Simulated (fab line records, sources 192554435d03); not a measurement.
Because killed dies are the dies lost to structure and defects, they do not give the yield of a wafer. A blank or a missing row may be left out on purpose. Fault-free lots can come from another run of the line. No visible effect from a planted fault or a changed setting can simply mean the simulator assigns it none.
Chamber matching    flow n5Finfet    N5_BEOL_M5_PRE_CLEAN_77 on cvdCo-01 has 3 sister chambers
The step time 15 s. 24 wafers are shown with their chamber, then 12 later ones without.

WAFERS PAIRED WITH THEIR CHAMBERS
wafer   chamber  heaterPowerW (W)
L075.4  0        102
L075.5  2        43
L075.6  1        105
L077.1  1        104
L077.2  2        44
L077.4  0        104
L078.1  1        103
L078.4  0        103
L078.6  2        45
L081.2  1        108
L081.3  0        103
L081.5  1        102
L087.1  0        105
L087.5  0        104
L087.6  2        46
L090.2  1        105
L090.3  2        45
L090.5  0        106
L088.1  1        104
L088.3  1        103
L088.4  0        102
L089.1  0        105
L089.4  0        103
L089.5  1        103

SIGNATURES, as means of the wafers listed above
reading       chamber 0  chamber 1  chamber 2  scatter within a chamber
heaterPowerW  103.70     104.11     44.60      1.48
Rule: for a wafer and a chamber, the distance is found by dividing, reading by reading, the gap between the wafer's reading and the chamber's mean by the reading's scatter, squaring, summing and taking the root. The wafer belongs to the nearest chamber; if the next one is less than 2 further off, it can't be placed. The scatter: the root of (the sum of the squares of (reading less its chamber's mean) over the shown wafers, divided by (wafers less chambers)).

WAFERS WITH NO CHAMBER GIVEN
wafer   heaterPowerW (W)
L091.2  104
L091.3  104
L091.6  106
L092.1  47
L092.2  104
L092.3  104
L094.1  45
L094.5  105
L094.6  45
L096.2  103
L096.4  46
L096.6  104

WHICH CHAMBER EACH WENT THROUGH
wafer   from the rows above      in truth
L091.2  can't be placed: 1 or 0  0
L091.3  can't be placed: 1 or 0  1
L091.6  can't be placed: 1 or 0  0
L092.1  2                        2
L092.2  can't be placed: 1 or 0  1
L092.3  can't be placed: 1 or 0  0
L094.1  2                        2
L094.5  can't be placed: 1 or 0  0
L094.6  2                        2
L096.2  can't be placed: 0 or 1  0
L096.4  2                        2
L096.6  can't be placed: 1 or 0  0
Correct placement for 4 of the 12. From these rows, 8 cannot be placed; in 8 the true chamber is one of the candidates. Wrongly placed: 0.
